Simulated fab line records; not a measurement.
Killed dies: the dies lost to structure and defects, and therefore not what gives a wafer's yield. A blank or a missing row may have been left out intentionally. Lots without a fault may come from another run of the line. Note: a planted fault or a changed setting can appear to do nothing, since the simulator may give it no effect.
Split-lot experiment | flow n5-finfet | 7 lots, 21 wafers read, on a route of 1938 steps

ABOUT THE SPLIT
At N5_BEOL_M15_EXPOSE_07 (exposes mask V14), the setting dose-mj was moved away from the recipe's 41.25 on 8 of the 21 wafers read, by -7.4% to +4.1%. All remaining wafers had this setting at the recipe value.

FROM THE SPLIT TO THE READING: what the file shows between them, 11 steps
- N5_BEOL_M15_PEB_08: peb time 90 s
- N5_BEOL_M15_DEVELOP_09: develop time 45 s
- N5_BEOL_M15_HARDBAKE_14: time 120 s
- N5_BEOL_M15_CD_MEAS_10: target cd 360 nm
- N5_BEOL_M15_DESCUM_15: chemistry O2, time 7.9 s
- N5_BEOL_M15_ETCH_59: etches BARC in N2/H2, target depth 89 nm, overetch 26.7 nm, time 67.9 s
- N5_BEOL_M15_VIA_ETCH_16: etches SiO2 in C4F8/O2/Ar, target depth 1792.2 nm
- N5_BEOL_M15_STRIP_63: strips in O2
- N5_BEOL_M15_STRIP_64: strips in O2
- N5_BEOL_M15_STRIP_65: strips in post etch residue remover, time 60 s
- N5_BEOL_M15_SRD_66: time 30 s, dry time 30 s

THE READING
cd-nm at N5_BEOL_M15_CD_MEAS_17, given in nm (cd target 360 nm). A value of 361.8 nm with a standard deviation of 2.2 nm is what fault-free wafers of this fab line usually give.

wafer  | tool, chamber at the split | dose-mj as run | against the recipe | cd-nm, nm | against lot-mates on the recipe
L076.1 | krf-scanner-01, 0          | 39.33          | -4.7%              | 355.3     | -7.0
L076.3 | krf-scanner-01, 0          | 41.25          | recipe             | 359.9     | -
L076.6 | krf-scanner-01, 0          | 41.25          | recipe             | 364.7     | -
L077.3 | krf-scanner-02, 0          | 39.41          | -4.5%              | 354.6     | -10.2
L077.4 | krf-scanner-02, 0          | 41.25          | recipe             | 367.4     | -
L077.6 | krf-scanner-02, 0          | 41.25          | recipe             | 362.2     | -
L078.2 | krf-scanner-02, 0          | 41.25          | recipe             | 361.3     | -
L078.4 | krf-scanner-02, 0          | 41.25          | recipe             | 362.1     | -
L078.5 | krf-scanner-02, 0          | 41.25          | recipe             | 360.8     | -
L081.3 | krf-scanner-02, 0          | 38.2           | -7.4%              | 349.1     | -11.7
L081.4 | krf-scanner-02, 0          | 41.25          | recipe             | 360.8     | -
L081.6 | krf-scanner-02, 0          | 38.2           | -7.4%              | 348.5     | -12.3
L091.2 | krf-scanner-02, 0          | 38.74          | -6.1%              | 350.3     | no lot-mate on the recipe
L091.3 | krf-scanner-02, 0          | 38.74          | -6.1%              | 357.9     | no lot-mate on the recipe
L091.6 | krf-scanner-02, 0          | 38.74          | -6.1%              | 350.8     | no lot-mate on the recipe
L095.3 | krf-scanner-02, 0          | 41.25          | recipe             | 364.6     | -
L095.4 | krf-scanner-02, 0          | 41.25          | recipe             | 361.3     | -
L095.5 | krf-scanner-02, 0          | 41.25          | recipe             | 363.5     | -
L093.2 | krf-scanner-01, 0          | 41.25          | recipe             | 357.5     | -
L093.4 | krf-scanner-01, 0          | 41.25          | recipe             | 358.2     | -
L093.5 | krf-scanner-01, 0          | 42.96          | +4.1%              | 368.8     | +10.9

THE FIT
A straight line over all 21 wafers: cd-nm changes by +1.61 nm for each +1% of dose-mj; r = +0.90; the points scatter about the line by 2.6 nm.
The same after taking each lot's own level away (the mean of its wafers on the recipe; 18 wafers): +1.83 nm for each +1%; r = +0.95; scatter 1.8 nm.
According to that fit, moving dose-mj by its largest amount changes the reading by 14 nm.
Measured against the standard deviation above, the lots' own levels, which go from 357.85 to 364.80 nm, span 3.2 times it.
Thus the slope moves with the lot-to-lot level: the two fits are different.
Check: with one of the wafers moved furthest among these (-7.4%) left out of the fit, the line predicts -13.9 nm for it against its lot-mates. Against them it came out at -11.7 nm.

THE WHOLE CHAIN: every reading that the file lists as answering this split, in the file's order
step                   | what it does     | reading | change (the file's fit)              | r (the file's)
N5_BEOL_M15_CD_MEAS_10 | target cd 360 nm | cd-nm   | +1.93 nm for each +1% of the setting | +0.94
N5_BEOL_M15_CD_MEAS_17 | target cd 360 nm | cd-nm   | +1.87 nm for each +1% of the setting | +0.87

FILE'S OWN FIT
cd-nm changes by +1.87 nm for each +1% of dose-mj, r = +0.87.
